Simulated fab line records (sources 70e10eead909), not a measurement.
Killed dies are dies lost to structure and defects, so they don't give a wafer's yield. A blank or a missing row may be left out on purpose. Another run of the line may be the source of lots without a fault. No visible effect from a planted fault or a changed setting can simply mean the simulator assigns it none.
A lot that was struck, set against a sound lot ; flow nand harc ; 20 out of 1159 route steps
Sound: wafers L169.1, L169.4, L169.5. Wafers struck: L174.1, L174.3, L174.5. The cause is named last.
Each step with rows lists, per side, the tool, then ch with its chambers, then its first start. Under that, the readings that differ: sound wafers ; struck wafers ; difference of the means ; sigmas: that difference in standard deviations of wafers without a fault.
alike: words and numbers the same on both sides, and readings whose means are apart by under 2 such deviations; not compared: readings that were withheld, readings missing a value for some wafer, numbers with overlapping values and no deviation given by the record, and bounds like >300 which may hide the same value.
A row with sigmas, a row that says differs or no value, or rows on one side alone: a step with any of these is where the two part. Non-overlapping numbers with no deviation appear without sigmas and do not part them. A reading missing from all wafers of one side parts the sides only when that side holds two or more wafers.

NHARC_P_CONTACT_CMP_24: polishes, t overpolish 30 s, target thk 200 nm.
  sound on cmp-02 ch 1,2,3, day 7 14:14; struck on cmp-03 ch 1,2,3, day 8 22:47
reading;sound;struck;difference;sigmas
time to endpoint s (s);42.8 41.2 39.6;34.2 37.3 34.8;-5.8;-2
  alike: motor current A, overpolish run s
next, for these wafers, 1 step has no rows: NHARC_P_CONTACT_SRD_26.
NHARC_P_CONTACT_INSPECT_27:
  struck on defect inspect-02, day 8 23:11; sound on defect inspect-02, day 7 14:36
  alike: raw defect count
then, 8 steps without rows for these wafers: NHARC_P_M0_DEP_00 (deposits SiOC, target thk 150 nm); NHARC_P_M0_DEHYDRATE_01 (time 120 s); NHARC_P_M0_HMDS_02 (time 30 s); NHARC_P_M0_COAT_33 (time 65 s); NHARC_P_M0_COAT_03 (resist thk 90 nm); NHARC_P_M0_SOFTBAKE_04 (time 55 s); NHARC_P_M0_EBR_05; NHARC_P_M0_EXPOSE_06 (exposes mask P M0, target cd 90 nm).
NHARC_P_M0_PEB_07: peb time 65 s.
  sound on litho track-01 ch 0, day 7 15:29; struck on litho track-01 ch 0, day 9 00:09
reading;sound;struck;difference;sigmas
heater power total W (W);156.3 156.3 157.1;167.9 167.9 167.9;+11.3;+27
plate temp C (C);99.93 100.04 99.93;104.98 104.99 105.12;+5.06;+42
then, 1 step without rows for these wafers: NHARC_P_M0_DEVELOP_08 (develop time 35 s).
NHARC_P_M0_CD_MEAS_09: the cd target is 90 nm.
  sound on cd sem-03 ch 0, day 7 15:34; struck on cd sem-03 ch 0
reading;sound;struck;difference;sigmas
cd nm (nm);89.5 89.4 89.9;103.0 103.1 102.7;+13.3;+23
  not compared: hold
NHARC_P_M0_OVL_MEAS_10: pitch 180 nm.
  struck on overlay-02, day 9 13:17; sound on overlay-02, day 7 15:39
reading;sound;struck;difference;sigmas
hold;- - -;await dispo/12.8h/release await dispo/12.8h/release await dispo/12.8h/release;no value on the sound wafers;
overlay x nm (nm);0.6 0.8 0.8;-0.9 -0.8 -1.6;-1.8;-3
  alike: overlay y nm
NHARC_P_M0_INSPECT_11:
  struck on defect inspect-02, day 9 13:19; sound on defect inspect-02, day 7 15:41
  alike: raw defect count
NHARC_P_M0_DESCUM_14: chemistry O2, time 3 s.
  sound on rie diel-09 ch 0,2,3, day 7 15:46; struck on rie diel-13 ch 1,2,3, day 9 13:24
reading;sound;struck;difference;sigmas
model.P_M0.cd nm (nm);89.15 89.79 89.59;102.9 102.6 102.2;+13.1;
  alike: drypump motor current A, oes product au, rf vpp V, showerhead plenum p Torr, throttle valve pct
  not compared: rf hours counter h
NHARC_P_M0_ETCH_34: etches the open film in N2/H2, target depth 40 nm, overetch 12 nm, time 43.94 s.
  sound on rie diel-09 ch 0,1,2, day 7 15:50; struck on rie diel-13 ch 0,2,3, day 9 13:32
reading;sound;struck;difference;sigmas
oes product au (a.u.);0.988 0.991 0.991;1.007 1.004 1.018;+0.020;+2
  alike: drypump motor current A, h2 flow sccm, rf vpp V, showerhead plenum p Torr, throttle valve pct
  not compared: rf hours counter h
NHARC_P_M0_ETCH_15: etches the open film in C4F8/Ar, target depth 150 nm, overetch 15 nm, time 82.5 s.
  sound: rie diel-09 ch 2,3; struck: rie diel-13 ch 0,1,3
reading;sound;struck;difference;sigmas
oes product au (a.u.);0.919 0.925 0.923;0.972 0.990 0.958;+0.051;+2
model.P_M0.cd nm (nm);89.01 89.56 89.45;103.4 102.6 102.3;+13.4;
  alike: rf vpp V
  not compared: rf hours counter h
NHARC_P_M0_CD_MEAS_16:
  struck on cd sem-02, day 9 14:24; sound on cd sem-01, day 7 16:02
reading;sound;struck;difference;sigmas
cd nm (nm);88.9 89.5 89.2;103.7 102.7 102.1;+13.6;+21
  not compared: hold

WHERE THEY PART
At NHARC_P_CONTACT_CMP_24 first; at NHARC_P_M0_CD_MEAS_16 last (within this record only).

WHY: whatever the simulator had introduced
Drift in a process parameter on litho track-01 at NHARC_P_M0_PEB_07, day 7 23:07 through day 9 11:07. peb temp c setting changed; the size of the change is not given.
